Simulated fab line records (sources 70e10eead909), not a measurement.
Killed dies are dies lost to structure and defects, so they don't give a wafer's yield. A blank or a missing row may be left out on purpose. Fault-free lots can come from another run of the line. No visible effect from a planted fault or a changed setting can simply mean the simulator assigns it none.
Which tool is to blame?	flow nand harc	14 lots, 41 wafers sampled, at 5 steps of a route of 1302

WHAT THE GAUGES READ, wafer by wafer
NHARC_END_SORT_01. Usual: killed at array 56, standard deviation 21; killed at other 1.2, standard deviation 1.6; killed at periphery 3.7, standard deviation 2.5; killed dies 61, standard deviation 21; killed open 3.1, standard deviation 1.8; killed short 2.8, standard deviation 1.7.
lot	measured	on	killed at array	killed at other	killed at periphery	killed dies	killed open	killed short	flag
L645	day 30 03:07	prober-01	68 676 72	0 0 0	1 1 3	69 677 75	2 4 0	4 1 3	OFF
L647	day 30 16:14	prober-01	62 85 668	0 2 0	6 7 9	68 94 677	2 3 3	3 5 6	OFF
L646	day 30 15:24	prober-02	34 666	1 0	10 11	45 677	5 1	3 2	OFF

WHICH TOOL RAN EACH LOT (tool, then ch and the chambers of the sampled wafers, then the start)
lot	NHARC_A_CONTACT_ETCH_134	NHARC_A_CONTACT_ETCH_136	NHARC_A_CONTACT_ETCH_137	NHARC_A_CONTACT_ALD_18
L632	har cap etch-03 ch 0,1, day 22 06:44	har cap etch-03 ch 0,1, day 22 07:13	har cap etch-03 ch 0,1, day 22 07:29	ald metal-01 ch 0,1,2, day 22 09:46
L631	har cap etch-02 ch 0,1, day 22 07:46	har cap etch-02 ch 0,1, day 22 08:14	har cap etch-02 ch 0,1, day 22 08:31	ald metal-02 ch 0,2,3, day 22 10:56
L630	har cap etch-03 ch 0,1, day 22 19:43	har cap etch-03 ch 0,1, day 22 20:12	har cap etch-03 ch 0,1, day 22 20:28	ald metal-04 ch 1,2,3, day 22 22:53
L633	har cap etch-01 ch 0, day 24 00:58	har cap etch-01 ch 0, day 24 01:28	har cap etch-01 ch 0, day 24 01:44	ald metal-01 ch 0,2,3, day 24 04:02
L634	har cap etch-03 ch 0,1, day 24 02:26	har cap etch-03 ch 0,1, day 24 02:55	har cap etch-03 ch 0,1, day 24 03:11	ald metal-04 ch 1,2,3, day 24 05:25
L636	har cap etch-01 ch 0,1, day 24 04:19	har cap etch-01 ch 0,1, day 24 04:49	har cap etch-01 ch 0,1, day 24 05:05	ald metal-02 ch 0,1,3, day 24 07:17
L638	har cap etch-02 ch 0,1, day 26 04:26	har cap etch-02 ch 0,1, day 26 04:54	har cap etch-02 ch 0,1, day 26 05:10	ald metal-01 ch 0,1, day 26 07:28
L639	har cap etch-03 ch 0,1, day 26 04:48	har cap etch-03 ch 0,1, day 26 05:18	har cap etch-03 ch 0,1, day 26 05:34	ald metal-04 ch 2,3, day 26 08:02
L641	har cap etch-01 ch 0,1, day 26 22:50	har cap etch-01 ch 0,1, day 26 23:20	har cap etch-01 ch 0,1, day 26 23:36	ald metal-02 ch 0,2,3, day 27 01:47
L645	har cap etch-01 ch 0,1, day 27 21:56	har cap etch-01 ch 0,1, day 27 22:25	har cap etch-01 ch 0,1, day 27 22:41	ald metal-04 ch 1,3, day 28 00:53
L647	har cap etch-01 ch 0,1, day 28 11:24	har cap etch-01 ch 0,1, day 28 11:52	har cap etch-01 ch 0,1, day 28 12:08	ald metal-04 ch 1,2,3, day 28 14:25
L646	har cap etch-03 ch 1, day 28 16:14	har cap etch-03 ch 1, day 28 16:43	har cap etch-03 ch 1, day 28 16:59	ald metal-04 ch 1,2, day 28 19:14
L651	har cap etch-01 ch 0,1, day 30 23:10	har cap etch-01 ch 0,1, day 30 23:38	har cap etch-01 ch 0,1, day 30 23:55	ald metal-01 ch 0,2,3, day 31 02:08
L653	har cap etch-03 ch 0,1, day 32 04:49	har cap etch-03 ch 0,1, day 32 05:17	har cap etch-03 ch 0,1, day 32 05:34	ald metal-02 ch 0,2, day 32 07:52
- NHARC_A_CONTACT_ETCH_134: etches the open film in C4F8/O2/Ar, time 140 s, target depth 700 nm.
- NHARC_A_CONTACT_ETCH_136: etches the open film in C4F8/O2/Ar, time 311 s, target depth 1912 nm.
- NHARC_A_CONTACT_ETCH_137: etches the open film in C4F8/O2/Ar, time 311 s, target depth 1912 nm.
- NHARC_A_CONTACT_ALD_18: deposits TiN, target thk 3 nm, pulse time 1 s, ald cycles 150.

WHAT THE TOOLS THEMSELVES READ (means of the sampled wafers that have a number; where no wafer has one, the mark that the record gives instead)
NHARC_A_CONTACT_ALD_18. Usual: heater power outer w 685 W, standard deviation 79; heater power w 1089 W, standard deviation 120; precursor pulse height rel 0.997, standard deviation 0.021.
lot	tool	heater power outer w (W)	heater power w (W)	precursor pulse height rel	flag
L632	ald metal-01	745	1172	1.009	
L631	ald metal-02	714	1193	1.005	
L630	ald metal-04	673	1021	1.003	
L633	ald metal-01	677	1059	0.997	
L634	ald metal-04	658	1025	0.975	
L636	ald metal-02	696	1151	0.993	
L638	ald metal-01	790	1223	0.990	
L639	ald metal-04	607	996	1.003	
L641	ald metal-02	705	1172	0.982	
L645	ald metal-04	723	1095	1.002	
L647	ald metal-04	660	1013	0.999	
L646	ald metal-04	626	994	1.001	
L651	ald metal-01	666	1052	0.993	
L653	ald metal-02	754	1292	1.017	

THE ANSWER, worked out from the rows above alone
Rule: lot off if the mean of its wafers having a number is beyond 3 standard deviations from the usual mean. Also off: a lot with no number at a reading for which 4 or more lots have one. All remaining lots with rows at the step are treated as sound. After the gauges, taken in route order, come the tools' own readings; for these a lot's mean is taken, as printed above. The first step at which some lot is off is used, and at that step the reading that is off furthest; a lot without a number counts as furthest.
Off: L645, L647, L646, at NHARC_END_SORT_01 (killed dies). Neither off nor sound, because the step has no rows for them: L632, L631, L630, L633, L634, L636, L638, L639, L641, L651, L653.
A tool fits if, at a process step before that reading, it ran every lot that is off, and no sound lot after the first of them. The gauges at NHARC_END_SORT_01 are tried like those tools. One fits: ald metal-04 at NHARC_A_CONTACT_ALD_18. It ran no sound lot before its first lot that is off in this sample, so the start can't be narrowed down.

WHAT THE SIMULATOR PUT IN
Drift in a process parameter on ald metal-04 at NHARC_A_CONTACT_ALD_18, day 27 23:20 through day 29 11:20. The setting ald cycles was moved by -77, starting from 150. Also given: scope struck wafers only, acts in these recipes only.
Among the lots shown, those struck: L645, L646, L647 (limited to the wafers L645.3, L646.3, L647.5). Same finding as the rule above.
